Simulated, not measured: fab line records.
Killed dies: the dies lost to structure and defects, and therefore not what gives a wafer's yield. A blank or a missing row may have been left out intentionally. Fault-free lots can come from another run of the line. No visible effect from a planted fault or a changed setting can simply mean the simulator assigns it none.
Matching of chambers	flow nand_harc	3 sister chambers for NHARC_A_STAIRCASE_DEP_471 on pecvd-02
The step deposits SiO2, target thk 100 nm. 6 wafers are shown with their chamber, then 9 later ones without.

== WAFERS, EACH WITH ITS CHAMBER ==
wafer	chamber	throttle_valve_pct (%)	heater_power_w (W)
L074.3	1	16.4	700
L080.2	1	16.5	612
L083.4	0	14.9	477
L084.1	0	15.0	485
L084.2	2	16.5	521
L084.6	2	16.4	512

== WAFERS MISSING THEIR CHAMBER ==
wafer	throttle_valve_pct (%)	heater_power_w (W)
L086.4	16.8	704
L086.5	14.9	525
L086.6	16.6	515
L094.1	16.2	498
L094.4	15.0	423
L094.6	16.6	717
L095.2	14.7	553
L095.5	17.0	639
L095.6	14.7	554

== CHAMBER TAKEN BY EACH ==
wafer	from the rows above	in truth
L086.4	1	1
L086.5	0	0
L086.6	2	2
L094.1	2	2
L094.4	0	0
L094.6	1	1
L095.2	0	0
L095.5	can't be placed: 1 or 2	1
L095.6	0	0
Correctly placed: 8 of 9. From these rows, 1 cannot be placed; in 1 the true chamber is one of the candidates. Placed wrongly: 0.
How it was worked out, from the rows above alone: a wafer's distance from a chamber is the root of the sum, over the readings, of the square of ((its reading less the chamber's mean) divided by the reading's scatter). The wafer belongs to the nearest chamber; if the next one is less than 2 further off, it can't be placed. Each chamber's mean is taken over the wafers shown for it. The scatter is the square root of a quotient: the sum, over the shown wafers, of each reading's squared deviation from its chamber's mean, divided by wafers minus chambers.
